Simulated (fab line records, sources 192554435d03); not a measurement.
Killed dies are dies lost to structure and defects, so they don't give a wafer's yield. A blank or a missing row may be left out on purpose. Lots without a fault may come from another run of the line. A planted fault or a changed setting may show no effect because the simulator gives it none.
Which tool did it? || flow n5-finfet || 30 wafers from 10 lots sampled at 6 of the route's 1938 steps

## WHAT EACH GAUGE READ, for each wafer
The record lacks any reading of a measuring or inspecting step that a usual standard deviation could be used to judge.

## EACH LOT AND THE TOOL THAT RAN IT (in order: tool; ch and the chambers of the sampled wafers; start)
{"lot": "L603", "N5_BEOL_M10_PECVD_70": "pecvd-02 ch 0,1, day 10 16:31", "N5_BEOL_M10_ALD_74": "ald-metal-02 ch 1,2, day 10 21:46", "N5_BEOL_M10_CMP_52": "cmp-03 ch 0,2,3, day 10 22:50", "N5_BEOL_M10_DEP_56": "pecvd-04 ch 0,1,2, day 10 23:07", "N5_BEOL_M11_PECVD_70": "pecvd-03 ch 0,2, day 11 00:00", "N5_PASSIVATION_PROBE_49": "prober-02, day 13 04:47"}
{"lot": "L607", "N5_BEOL_M10_PECVD_70": "pecvd-04 ch 0,1, day 11 04:40", "N5_BEOL_M10_ALD_74": "ald-metal-04 ch 1,2,3, day 11 08:13", "N5_BEOL_M10_CMP_52": "cmp-02 ch 1,3, day 11 11:07", "N5_BEOL_M10_DEP_56": "pecvd-02 ch 0,1,2, day 11 11:29", "N5_BEOL_M11_PECVD_70": "pecvd-01 ch 0,1,2, day 11 12:43", "N5_PASSIVATION_PROBE_49": "-"}
{"lot": "L605", "N5_BEOL_M10_PECVD_70": "pecvd-04 ch 0,1,2, day 11 07:04", "N5_BEOL_M10_ALD_74": "ald-metal-01 ch 2,3, day 11 13:07", "N5_BEOL_M10_CMP_52": "cmp-02 ch 2,3, day 11 14:52", "N5_BEOL_M10_DEP_56": "pecvd-04 ch 1,2, day 11 15:14", "N5_BEOL_M11_PECVD_70": "pecvd-01 ch 0,1,2, day 11 16:02", "N5_PASSIVATION_PROBE_49": "-"}
{"lot": "L606", "N5_BEOL_M10_PECVD_70": "pecvd-04 ch 0,1,2, day 11 09:10", "N5_BEOL_M10_ALD_74": "ald-metal-01 ch 0,1,2, day 11 15:32", "N5_BEOL_M10_CMP_52": "cmp-03 ch 1,2, day 11 17:13", "N5_BEOL_M10_DEP_56": "pecvd-02 ch 0,2, day 11 17:34", "N5_BEOL_M11_PECVD_70": "pecvd-03 ch 1,2, day 11 18:20", "N5_PASSIVATION_PROBE_49": "-"}
{"lot": "L608", "N5_BEOL_M10_PECVD_70": "pecvd-04 ch 0,1,2, day 11 15:03", "N5_BEOL_M10_ALD_74": "ald-metal-02 ch 1,3, day 11 19:09", "N5_BEOL_M10_CMP_52": "cmp-03 ch 2,3, day 11 21:20", "N5_BEOL_M10_DEP_56": "pecvd-03 ch 0,1,2, day 11 21:42", "N5_BEOL_M11_PECVD_70": "pecvd-02 ch 1,2, day 11 22:28", "N5_PASSIVATION_PROBE_49": "-"}
{"lot": "L614", "N5_BEOL_M10_PECVD_70": "pecvd-03 ch 0,1,2, day 13 04:23", "N5_BEOL_M10_ALD_74": "ald-metal-04 ch 0,1, day 13 11:16", "N5_BEOL_M10_CMP_52": "cmp-01 ch 1,2,3, day 13 12:42", "N5_BEOL_M10_DEP_56": "pecvd-04 ch 0,1,2, day 13 13:01", "N5_BEOL_M11_PECVD_70": "pecvd-01 ch 0,1,2, day 13 14:16", "N5_PASSIVATION_PROBE_49": "-"}
{"lot": "L613", "N5_BEOL_M10_PECVD_70": "pecvd-02 ch 0,2, day 13 12:23", "N5_BEOL_M10_ALD_74": "ald-metal-02 ch 0,2, day 13 16:19", "N5_BEOL_M10_CMP_52": "cmp-02 ch 1,3, day 13 18:13", "N5_BEOL_M10_DEP_56": "pecvd-04 ch 0,2, day 13 18:32", "N5_BEOL_M11_PECVD_70": "pecvd-01 ch 0,2, day 13 20:07", "N5_PASSIVATION_PROBE_49": "-"}
{"lot": "L617", "N5_BEOL_M10_PECVD_70": "pecvd-02 ch 0,1, day 14 05:14", "N5_BEOL_M10_ALD_74": "ald-metal-02 ch 0,3, day 14 14:14", "N5_BEOL_M10_CMP_52": "cmp-03 ch 1,2,3, day 14 15:49", "N5_BEOL_M10_DEP_56": "pecvd-04 ch 1,2, day 14 16:05", "N5_BEOL_M11_PECVD_70": "pecvd-01 ch 0,1,2, day 14 16:52", "N5_PASSIVATION_PROBE_49": "-"}
{"lot": "L623", "N5_BEOL_M10_PECVD_70": "pecvd-04 ch 0,1,2, day 15 17:31", "N5_BEOL_M10_ALD_74": "ald-metal-02 ch 0,1,3, day 15 21:34", "N5_BEOL_M10_CMP_52": "cmp-01 ch 0,1,2, day 16 00:54", "N5_BEOL_M10_DEP_56": "pecvd-04 ch 0,1, day 16 01:15", "N5_BEOL_M11_PECVD_70": "pecvd-02 ch 0,1,2, day 16 02:01", "N5_PASSIVATION_PROBE_49": "prober-02, day 18 09:50"}
{"lot": "L625", "N5_BEOL_M10_PECVD_70": "pecvd-04 ch 0,2, day 16 00:53", "N5_BEOL_M10_ALD_74": "ald-metal-04 ch 0,1,3, day 16 07:37", "N5_BEOL_M10_CMP_52": "cmp-02 ch 0,2,3, day 16 08:59", "N5_BEOL_M10_DEP_56": "pecvd-02 ch 0,1,2, day 16 09:18", "N5_BEOL_M11_PECVD_70": "pecvd-02 ch 0,1,2, day 16 10:04", "N5_PASSIVATION_PROBE_49": "-"}
- N5_BEOL_M10_PECVD_70: deposits SiO2 from TEOS/O2, target thk 20 nm, time 22.7 s.
- N5_BEOL_M10_ALD_74: deposits TaN, target thk 2 nm, pulse time 2 s, purge time 3 s.
- N5_BEOL_M10_CMP_52: polishes, stops on SiCOH lowk, t overpolish 7 s, target thk 140 nm.
- N5_BEOL_M10_DEP_56: deposits SiCN from 3MS/NH3, target thk 15 nm, time 26.5 s.
- N5_BEOL_M11_PECVD_70: deposits SiO2 from TEOS/O2, target thk 20 nm, time 22.7 s.
- N5_PASSIVATION_PROBE_49

## WHAT THE TOOLS THEMSELVES READ (means of the sampled wafers that have a number; where no wafer has one, the mark that the record gives instead)
N5_BEOL_M10_PECVD_70.
{"lot": "L603", "tool": "pecvd-02", "heater-power-w (W)": 695, "showerhead-plenum-p-Torr (Torr)": 8.80, "throttle-valve-pct (%)": 22.4}
{"lot": "L607", "tool": "pecvd-04", "heater-power-w (W)": 839, "showerhead-plenum-p-Torr (Torr)": 8.76, "throttle-valve-pct (%)": 21.3}
{"lot": "L605", "tool": "pecvd-04", "heater-power-w (W)": 824, "showerhead-plenum-p-Torr (Torr)": 8.78, "throttle-valve-pct (%)": 20.9}
{"lot": "L606", "tool": "pecvd-04", "heater-power-w (W)": 803, "showerhead-plenum-p-Torr (Torr)": 8.76, "throttle-valve-pct (%)": 20.8}
{"lot": "L608", "tool": "pecvd-04", "heater-power-w (W)": 907, "showerhead-plenum-p-Torr (Torr)": 8.78, "throttle-valve-pct (%)": 20.9}
{"lot": "L614", "tool": "pecvd-03", "heater-power-w (W)": 709, "showerhead-plenum-p-Torr (Torr)": 8.80, "throttle-valve-pct (%)": 23.8}
{"lot": "L613", "tool": "pecvd-02", "heater-power-w (W)": 669, "showerhead-plenum-p-Torr (Torr)": 8.80, "throttle-valve-pct (%)": 21.9}
{"lot": "L617", "tool": "pecvd-02", "heater-power-w (W)": 708, "showerhead-plenum-p-Torr (Torr)": 8.80, "throttle-valve-pct (%)": 22.3}
{"lot": "L623", "tool": "pecvd-04", "heater-power-w (W)": 839, "showerhead-plenum-p-Torr (Torr)": 8.77, "throttle-valve-pct (%)": 21.0}
{"lot": "L625", "tool": "pecvd-04", "heater-power-w (W)": 834, "showerhead-plenum-p-Torr (Torr)": 8.81, "throttle-valve-pct (%)": 20.8}

N5_BEOL_M10_ALD_74.
{"lot": "L603", "tool": "ald-metal-02", "heater-power-w (W)": 414}
{"lot": "L607", "tool": "ald-metal-04", "heater-power-w (W)": 448}
{"lot": "L605", "tool": "ald-metal-01", "heater-power-w (W)": 377}
{"lot": "L606", "tool": "ald-metal-01", "heater-power-w (W)": 430}
{"lot": "L608", "tool": "ald-metal-02", "heater-power-w (W)": 394}
{"lot": "L614", "tool": "ald-metal-04", "heater-power-w (W)": 449}
{"lot": "L613", "tool": "ald-metal-02", "heater-power-w (W)": 383}
{"lot": "L617", "tool": "ald-metal-02", "heater-power-w (W)": 381}
{"lot": "L623", "tool": "ald-metal-02", "heater-power-w (W)": 385}
{"lot": "L625", "tool": "ald-metal-04", "heater-power-w (W)": 450}

N5_BEOL_M10_CMP_52.
{"lot": "L603", "tool": "cmp-03", "barrier-field-endpoint-s (s)": 29.7, "clearing-platen-down-force-psi (psi)": 1.4977, "motor-current-A (A)": 6.4}
{"lot": "L607", "tool": "cmp-02", "barrier-field-endpoint-s (s)": 28.4, "clearing-platen-down-force-psi (psi)": 1.4984, "motor-current-A (A)": 6.3}
{"lot": "L605", "tool": "cmp-02", "barrier-field-endpoint-s (s)": 29.0, "clearing-platen-down-force-psi (psi)": 1.5010, "motor-current-A (A)": 7.1}
{"lot": "L606", "tool": "cmp-03", "barrier-field-endpoint-s (s)": 33.8, "clearing-platen-down-force-psi (psi)": 1.5025, "motor-current-A (A)": 6.0}
{"lot": "L608", "tool": "cmp-03", "barrier-field-endpoint-s (s)": 32.7, "clearing-platen-down-force-psi (psi)": 1.4975, "motor-current-A (A)": 5.9}
{"lot": "L614", "tool": "cmp-01", "barrier-field-endpoint-s (s)": 27.9, "clearing-platen-down-force-psi (psi)": 1.5006, "motor-current-A (A)": 5.5}
{"lot": "L613", "tool": "cmp-02", "barrier-field-endpoint-s (s)": 28.7, "clearing-platen-down-force-psi (psi)": 1.4992, "motor-current-A (A)": 6.2}
{"lot": "L617", "tool": "cmp-03", "barrier-field-endpoint-s (s)": 29.2, "clearing-platen-down-force-psi (psi)": 1.4991, "motor-current-A (A)": 6.4}
{"lot": "L623", "tool": "cmp-01", "barrier-field-endpoint-s (s)": 29.3, "clearing-platen-down-force-psi (psi)": 1.5022, "motor-current-A (A)": 5.7}
{"lot": "L625", "tool": "cmp-02", "barrier-field-endpoint-s (s)": 29.5, "clearing-platen-down-force-psi (psi)": 1.4993, "motor-current-A (A)": 6.4}

N5_BEOL_M10_DEP_56.
{"lot": "L603", "tool": "pecvd-04", "showerhead-plenum-p-Torr (Torr)": 3.661, "throttle-valve-pct (%)": 8.6}
{"lot": "L607", "tool": "pecvd-02", "showerhead-plenum-p-Torr (Torr)": 3.669, "throttle-valve-pct (%)": 8.8}
{"lot": "L605", "tool": "pecvd-04", "showerhead-plenum-p-Torr (Torr)": 3.661, "throttle-valve-pct (%)": 8.5}
{"lot": "L606", "tool": "pecvd-02", "showerhead-plenum-p-Torr (Torr)": 3.672, "throttle-valve-pct (%)": 8.6}
{"lot": "L608", "tool": "pecvd-03", "showerhead-plenum-p-Torr (Torr)": 3.667, "throttle-valve-pct (%)": 9.6}
{"lot": "L614", "tool": "pecvd-04", "showerhead-plenum-p-Torr (Torr)": 3.666, "throttle-valve-pct (%)": 8.6}
{"lot": "L613", "tool": "pecvd-04", "showerhead-plenum-p-Torr (Torr)": 3.672, "throttle-valve-pct (%)": 8.3}
{"lot": "L617", "tool": "pecvd-04", "showerhead-plenum-p-Torr (Torr)": 3.657, "throttle-valve-pct (%)": 8.7}
{"lot": "L623", "tool": "pecvd-04", "showerhead-plenum-p-Torr (Torr)": 3.659, "throttle-valve-pct (%)": 8.5}
{"lot": "L625", "tool": "pecvd-02", "showerhead-plenum-p-Torr (Torr)": 3.667, "throttle-valve-pct (%)": 8.8}

N5_BEOL_M11_PECVD_70.
{"lot": "L603", "tool": "pecvd-03", "heater-power-w (W)": 743, "showerhead-plenum-p-Torr (Torr)": 8.795, "throttle-valve-pct (%)": 23.0}
{"lot": "L607", "tool": "pecvd-01", "heater-power-w (W)": 650, "showerhead-plenum-p-Torr (Torr)": 8.797, "throttle-valve-pct (%)": 22.2}
{"lot": "L605", "tool": "pecvd-01", "heater-power-w (W)": 708, "showerhead-plenum-p-Torr (Torr)": 8.795, "throttle-valve-pct (%)": 22.5}
{"lot": "L606", "tool": "pecvd-03", "heater-power-w (W)": 723, "showerhead-plenum-p-Torr (Torr)": 8.802, "throttle-valve-pct (%)": 23.9}
{"lot": "L608", "tool": "pecvd-02", "heater-power-w (W)": 647, "showerhead-plenum-p-Torr (Torr)": 8.773, "throttle-valve-pct (%)": 21.0}
{"lot": "L614", "tool": "pecvd-01", "heater-power-w (W)": 694, "showerhead-plenum-p-Torr (Torr)": 8.793, "throttle-valve-pct (%)": 22.3}
{"lot": "L613", "tool": "pecvd-01", "heater-power-w (W)": 734, "showerhead-plenum-p-Torr (Torr)": 8.811, "throttle-valve-pct (%)": 21.3}
{"lot": "L617", "tool": "pecvd-01", "heater-power-w (W)": 665, "showerhead-plenum-p-Torr (Torr)": 8.809, "throttle-valve-pct (%)": 22.4}
{"lot": "L623", "tool": "pecvd-02", "heater-power-w (W)": 679, "showerhead-plenum-p-Torr (Torr)": 8.790, "throttle-valve-pct (%)": 21.9}
{"lot": "L625", "tool": "pecvd-02", "heater-power-w (W)": 706, "showerhead-plenum-p-Torr (Torr)": 8.802, "throttle-valve-pct (%)": 22.0}

N5_PASSIVATION_PROBE_49.
{"lot": "L603", "tool": "prober-02", "defect-limited-yield (%)": 92.4, "killed_at_M0_to_M3": 36, "killed_at_M4_up": 8, "killed-at-contacts": 18, "killed-at-front-end": 21, "killed-at-other": 7, "killed-dies": 90, "killed-open": 61, "killed-short": 27, "sort_bin_5_function (%)": 4.3, "sort_bin_6_memory (%)": 3.1, "sort-n-pass": 1090, "sort-yield-pct (%)": 92.4}
{"lot": "L623", "tool": "prober-02", "defect-limited-yield (%)": 91.4, "killed_at_M0_to_M3": 32, "killed_at_M4_up": 14, "killed-at-contacts": 16, "killed-at-front-end": 37, "killed-at-other": 3, "killed-dies": 102, "killed-open": 60, "killed-short": 40, "sort_bin_5_function (%)": 5.1, "sort_bin_6_memory (%)": 3.2, "sort-n-pass": 1078, "sort-yield-pct (%)": 91.4}

## THE ANSWER, worked out from the rows above alone
Rule: the lots themselves supply what counts as usual. Put in order of their means at a reading, lots are off if they are a third of the lots or fewer, leave a main group of 4 or more, and stand apart from it by a gap of 3 or more times the standard deviation of the main group's means; of several such gaps the widest counts. If all means in a main group match to the digits the tables above print for the reading, that group is not used. A lot without any number at a reading at which 4 lots or more have one is off too. The other lots that the step has rows for count as sound. First the gauges in route order, then the tools' own readings, where a lot's mean is used as printed above. At the first step where some lot is off, the reading lying furthest off is the one used; lots without a number count as furthest.
Off, at N5_BEOL_M10_CMP_52 on barrier-field-endpoint-s: L606, L608. Mean 29.0 s and standard deviation 0.56 in the main group.
If a tool, at that step or one of the process steps before it, ran each lot that is off and ran no sound lot following the first of them, it fits. Not one of the candidates tried fits.

## WHAT HAD BEEN PUT IN BY THE SIMULATOR
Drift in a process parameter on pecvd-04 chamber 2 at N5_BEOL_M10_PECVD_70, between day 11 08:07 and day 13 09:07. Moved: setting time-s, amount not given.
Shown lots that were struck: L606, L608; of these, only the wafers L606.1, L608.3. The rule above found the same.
